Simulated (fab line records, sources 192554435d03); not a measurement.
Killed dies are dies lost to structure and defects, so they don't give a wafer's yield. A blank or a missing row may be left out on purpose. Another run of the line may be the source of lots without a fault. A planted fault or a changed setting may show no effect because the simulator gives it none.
Chamber matching | flow n5_finfet | N5_BEOL_M15_VIA_ETCH_16 on rie_diel-06 has 4 sister chambers
The step etches SiO2 in C4F8/O2/Ar, target depth 1792.2 nm. 16 wafers are shown with their chamber, then 8 later ones without.

== EACH WAFER AND ITS CHAMBER ==
wafer  | chamber | showerhead_plenum_p_Torr (Torr) | rf_vpp_V (V) | throttle_valve_pct (%)
L075.1 | 0       | 3.30                            | 2189         | 31.21
L075.2 | 1       | 3.48                            | 2246         | 31.07
L075.4 | 3       | 3.50                            | 2241         | 30.78
L077.1 | 2       | 3.30                            | 2226         | 31.32
L077.2 | 3       | 3.50                            | 2241         | 30.77
L077.6 | 2       | 3.30                            | 2225         | 31.33
L079.4 | 1       | 3.48                            | 2246         | 31.07
L079.5 | 2       | 3.30                            | 2225         | 31.32
L079.6 | 1       | 3.48                            | 2247         | 31.07
L080.1 | 0       | 3.30                            | 2188         | 31.20
L080.3 | 3       | 3.50                            | 2242         | 30.78
L080.4 | 2       | 3.30                            | 2223         | 31.34
L083.1 | 2       | 3.29                            | 2226         | 31.33
L083.2 | 0       | 3.30                            | 2189         | 31.23
L083.6 | 0       | 3.30                            | 2189         | 31.22
L084.1 | 2       | 3.29                            | 2226         | 31.32

SIGNATURES (averages over the wafers above)
reading                  | chamber 0 | chamber 1 | chamber 2 | chamber 3 | scatter within a chamber
showerhead_plenum_p_Torr | 3.3000    | 3.4800    | 3.2967    | 3.5000    | 0.00333
rf_vpp_V                 | 2188.75   | 2246.33   | 2225.17   | 2241.33   | 0.862
throttle_valve_pct       | 31.2150   | 31.0700   | 31.3267   | 30.7767   | 0.00866
Rule: a wafer lies at a distance from a chamber equal to the root of the sum of squares, over the readings, of (its reading less the chamber's mean, divided by the reading's scatter). If the next closest chamber is less than 2 further off than the closest, the wafer can't be placed; otherwise it belongs to the closest. How the scatter is found: for the shown wafers, subtract from each reading the mean of its chamber, square and add these, divide the total by (wafers less chambers), then take the root.

== WAFERS WHOSE CHAMBER IS MISSING ==
wafer  | showerhead_plenum_p_Torr (Torr) | rf_vpp_V (V) | throttle_valve_pct (%)
L084.2 | 3.47                            | 2244         | 31.09
L084.4 | 3.49                            | 2239         | 30.80
L092.1 | 3.48                            | 2240         | 30.80
L092.3 | 3.29                            | 2188         | 31.22
L092.6 | 3.29                            | 2187         | 31.23
L097.3 | 3.48                            | 2239         | 30.81
L097.4 | 3.48                            | 2238         | 30.82
L097.6 | 3.28                            | 2188         | 31.24

== WHICH CHAMBER EACH ONE RAN IN ==
wafer  | from the rows above | in truth
L084.2 | 1                   | 1
L084.4 | 3                   | 3
L092.1 | 3                   | 3
L092.3 | 0                   | 0
L092.6 | 0                   | 0
L097.3 | 3                   | 3
L097.4 | 3                   | 3
L097.6 | 0                   | 0
8 of 8 placed correctly. Not placeable from these rows: 0. 0 placed wrongly.
